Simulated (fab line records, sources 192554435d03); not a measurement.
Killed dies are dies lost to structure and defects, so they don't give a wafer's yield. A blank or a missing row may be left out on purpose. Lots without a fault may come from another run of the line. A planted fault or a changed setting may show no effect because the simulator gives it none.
One fault seen from 3 desks | flow n5_finfet | each desk has only its own numbers; what lay behind them comes last

THE DEFECT DESK
What the inspections along the route counted, lot by lot: means of the sampled wafers that have a number. A lot is out of limits, marked OUT, if its mean lies more than 4 standard deviations from the usual mean; the brackets give that distance.
Columns: A = raw_defect_count at N5_BEOL_M11_INSPECT_30, usual 379
lot  | first seen here | A
L663 | day 13 21:35    | 444
L664 | day 14 01:20    | 298
L665 | day 14 04:02    | 375
L669 | day 16 14:25    | 303
L673 | day 18 01:16    | 330
L674 | day 18 01:19    | 451
L676 | day 18 01:24    | 311
This desk's finding: nothing out of limits on any of the 7 lots.

THE TOOL OWNER'S DESK: rie_diel-02
The tool's own readings at N5_BEOL_M11_ETCH_41 (etches SiCN in CH3F/O2, target depth 42.6 nm, time 86 s): means of the sampled wafers that have a number, for each lot that ran on this tool. A lot is out of limits, marked OUT, if its mean lies more than 4 standard deviations from the usual mean; the brackets give that distance.
Columns: A = chamber_pressure_mTorr at N5_BEOL_M11_ETCH_41, usual 30.00 mTorr; B = drypump_motor_current_A at N5_BEOL_M11_ETCH_41, usual 5.6 A; C = oes_product_au at N5_BEOL_M11_ETCH_41, usual 0.75 a.u.; D = rf_vpp_V at N5_BEOL_M11_ETCH_41, usual 297.6 V; E = showerhead_plenum_p_Torr at N5_BEOL_M11_ETCH_41, usual 2.01 Torr; F = throttle_valve_pct at N5_BEOL_M11_ETCH_41, usual 16.56 %
lot  | first seen here | A     | B   | C    | D     | E    | F
L663 | day 13 21:58    | 30.03 | 5.4 | 0.80 | 298.1 | 2.04 | 16.24
L664 | day 14 01:57    | 30.05 | 5.8 | 0.69 | 296.9 | 1.96 | 16.37
L665 | day 14 04:25    | 30.01 | 5.7 | 0.70 | 297.1 | 1.98 | 16.21
L674 | day 18 01:42    | 29.99 | 5.3 | 0.83 | 298.9 | 2.06 | 16.40
This desk's finding: nothing out of limits on any of the 4 lots.

THE METROLOGY DESK
What the gauges read, lot by lot, whatever tool the lot ran on: means of the sampled wafers that have a number. A lot is out of limits, marked OUT, if its mean lies more than 4 standard deviations from the usual mean; the brackets give that distance.
Columns: A = cd_nm at N5_BEOL_M11_CD_MEAS_28, usual 69.9 nm; B = V10_OVL at N5_BEOL_M11_OVL_MEAS_29, usual -0.2 nm
lot  | first seen here | A    | B
L663 | day 13 21:31    | 70.7 | 0.3
L664 | day 14 01:17    | 69.6 | 0.1
L665 | day 14 03:59    | 70.1 | -0.3
L669 | day 16 14:22    | 71.1 | 0.1
L673 | day 18 01:13    | 69.1 | -0.1
L674 | day 18 01:16    | 68.2 | -1.0
L676 | day 18 01:20    | 69.9 | -0.6
This desk's finding: nothing out of limits on any of the 7 lots.

PUT TOGETHER
The defect desk saw nothing out of limits.
The tool owner's desk saw nothing out of limits.
The metrology desk saw nothing out of limits.

WHAT THE SIMULATOR HAD PUT IN
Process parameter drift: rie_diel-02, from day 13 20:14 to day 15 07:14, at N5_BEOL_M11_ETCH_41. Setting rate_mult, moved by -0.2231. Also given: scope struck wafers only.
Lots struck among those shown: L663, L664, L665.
